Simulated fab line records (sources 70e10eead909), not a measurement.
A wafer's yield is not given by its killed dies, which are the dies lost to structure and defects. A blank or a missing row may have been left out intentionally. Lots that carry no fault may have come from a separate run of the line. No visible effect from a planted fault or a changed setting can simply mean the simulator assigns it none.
Chamber matching :: flow nand harc :: rie diel-04 running NHARC_A_CONTACT_DESCUM_13: 4 sister chambers
The step chemistry O2, time 3 s. 4 wafers are shown with their chamber, then 10 later ones without.

## WAFERS WITH THEIR CHAMBER
wafer: L844.2
chamber: 3
showerhead plenum p Torr (Torr): 1.88

wafer: L856.3
chamber: 0
showerhead plenum p Torr (Torr): 2.00

wafer: L859.1
chamber: 2
showerhead plenum p Torr (Torr): 2.02

wafer: L859.3
chamber: 1
showerhead plenum p Torr (Torr): 2.01

## WAFERS WHOSE CHAMBER IS MISSING
wafer: L859.6
showerhead plenum p Torr (Torr): 2.00

wafer: L860.1
showerhead plenum p Torr (Torr): 2.00

wafer: L860.3
showerhead plenum p Torr (Torr): 1.87

wafer: L860.4
showerhead plenum p Torr (Torr): 2.01

wafer: L862.3
showerhead plenum p Torr (Torr): 2.01

wafer: L862.4
showerhead plenum p Torr (Torr): 1.87

wafer: L862.5
showerhead plenum p Torr (Torr): 2.01

wafer: L863.1
showerhead plenum p Torr (Torr): 2.00

wafer: L863.5
showerhead plenum p Torr (Torr): 2.01

wafer: L863.6
showerhead plenum p Torr (Torr): 2.00

## CHAMBER TAKEN BY EACH
wafer: L859.6
from the rows above: 0
in truth: 0

wafer: L860.1
from the rows above: 0
in truth: 0

wafer: L860.3
from the rows above: 3
in truth: 3

wafer: L860.4
from the rows above: 1
in truth: 1

wafer: L862.3
from the rows above: 1
in truth: 1

wafer: L862.4
from the rows above: 3
in truth: 3

wafer: L862.5
from the rows above: 1
in truth: 1

wafer: L863.1
from the rows above: 0
in truth: 0

wafer: L863.5
from the rows above: 1
in truth: 1

wafer: L863.6
from the rows above: 0
in truth: 0
Correct placement for 10 of the 10. Not placeable from these rows: 0. Placed wrongly: 0.
How it was worked out, from the rows above alone: a wafer's distance from a chamber is the root of the sum, over the readings, of the square of ((its reading less the chamber's mean) divided by the reading's scatter). If the next closest chamber is less than 2 further off than the closest, the wafer can't be placed; otherwise it belongs to the closest. Each chamber's mean is taken over the wafers shown for it. The scatter: root of mean squared gap, hidden wafer to nearest shown wafer, with one shown wafer a chamber.
